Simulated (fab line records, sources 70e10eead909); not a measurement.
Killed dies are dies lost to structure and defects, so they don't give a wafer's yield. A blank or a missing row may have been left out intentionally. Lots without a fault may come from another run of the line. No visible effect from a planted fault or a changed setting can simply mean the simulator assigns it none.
Chamber matching || flow nand harc || 3 sister chambers for NHARC_P_BONDPAD_DEP_00 on pecvd-02
The step deposits SiCN, target thk 250 nm. 14 wafers are shown with their chamber, then 6 later ones without.

WAFERS WITH THEIR CHAMBER
{"wafer": "L463.1", "chamber": 0, "heater power w (W)": 556, "rf fwd power W (W)": 448.0}
{"wafer": "L463.2", "chamber": 2, "heater power w (W)": 606, "rf fwd power W (W)": 448.8}
{"wafer": "L463.6", "chamber": 1, "heater power w (W)": 567, "rf fwd power W (W)": 450.7}
{"wafer": "L465.1", "chamber": 0, "heater power w (W)": 545, "rf fwd power W (W)": 448.5}
{"wafer": "L465.2", "chamber": 1, "heater power w (W)": 637, "rf fwd power W (W)": 448.4}
{"wafer": "L465.6", "chamber": 1, "heater power w (W)": 515, "rf fwd power W (W)": 448.8}
{"wafer": "L467.1", "chamber": 0, "heater power w (W)": 510, "rf fwd power W (W)": 449.0}
{"wafer": "L467.3", "chamber": 2, "heater power w (W)": 631, "rf fwd power W (W)": 447.8}
{"wafer": "L467.6", "chamber": 2, "heater power w (W)": 643, "rf fwd power W (W)": 448.6}
{"wafer": "L468.4", "chamber": 2, "heater power w (W)": 621, "rf fwd power W (W)": 450.2}
{"wafer": "L468.5", "chamber": 1, "heater power w (W)": 569, "rf fwd power W (W)": 451.6}
{"wafer": "L468.6", "chamber": 0, "heater power w (W)": 566, "rf fwd power W (W)": 449.3}
{"wafer": "L471.3", "chamber": 1, "heater power w (W)": 553, "rf fwd power W (W)": 451.1}
{"wafer": "L471.5", "chamber": 0, "heater power w (W)": 599, "rf fwd power W (W)": 448.8}

SIGNATURES, as means of the wafers listed above
{"reading": "heater power w", "chamber 0": 555.20, "chamber 1": 568.20, "chamber 2": 625.25, "scatter within a chamber": 34}
{"reading": "rf fwd power W", "chamber 0": 448.720, "chamber 1": 450.120, "chamber 2": 448.850, "scatter within a chamber": 1.05}
Rule: for a wafer and a chamber, the distance is found by dividing, reading by reading, the gap between the wafer's reading and the chamber's mean by the reading's scatter, squaring, summing and taking the root. The wafer belongs to the nearest chamber; if the next one is less than 2 further off, it can't be placed. How the scatter is found: for the shown wafers, subtract from each reading the mean of its chamber, square and add these, divide the total by (wafers less chambers), then take the root.

WAFERS WITH NO CHAMBER GIVEN
{"wafer": "L471.6", "heater power w (W)": 537, "rf fwd power W (W)": 448.9}
{"wafer": "L477.5", "heater power w (W)": 560, "rf fwd power W (W)": 447.8}
{"wafer": "L479.5", "heater power w (W)": 556, "rf fwd power W (W)": 448.3}
{"wafer": "L486.2", "heater power w (W)": 499, "rf fwd power W (W)": 448.9}
{"wafer": "L486.3", "heater power w (W)": 634, "rf fwd power W (W)": 451.9}
{"wafer": "L486.4", "heater power w (W)": 502, "rf fwd power W (W)": 449.2}

EACH ONE'S CHAMBER
{"wafer": "L471.6", "from the rows above": "can't be placed: 0 or 1", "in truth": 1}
{"wafer": "L477.5", "from the rows above": "can't be placed: 0 or 2 or 1", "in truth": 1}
{"wafer": "L479.5", "from the rows above": "can't be placed: 0 or 1 or 2", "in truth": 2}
{"wafer": "L486.2", "from the rows above": "can't be placed: 0 or 1", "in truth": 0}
{"wafer": "L486.3", "from the rows above": "can't be placed: 1 or 2 or 0", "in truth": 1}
{"wafer": "L486.4", "from the rows above": "can't be placed: 0 or 1", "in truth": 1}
0 of 6 placed correctly. Not placeable from these rows: 6 (in 6, the candidates include the true chamber). Number placed wrongly: 0.
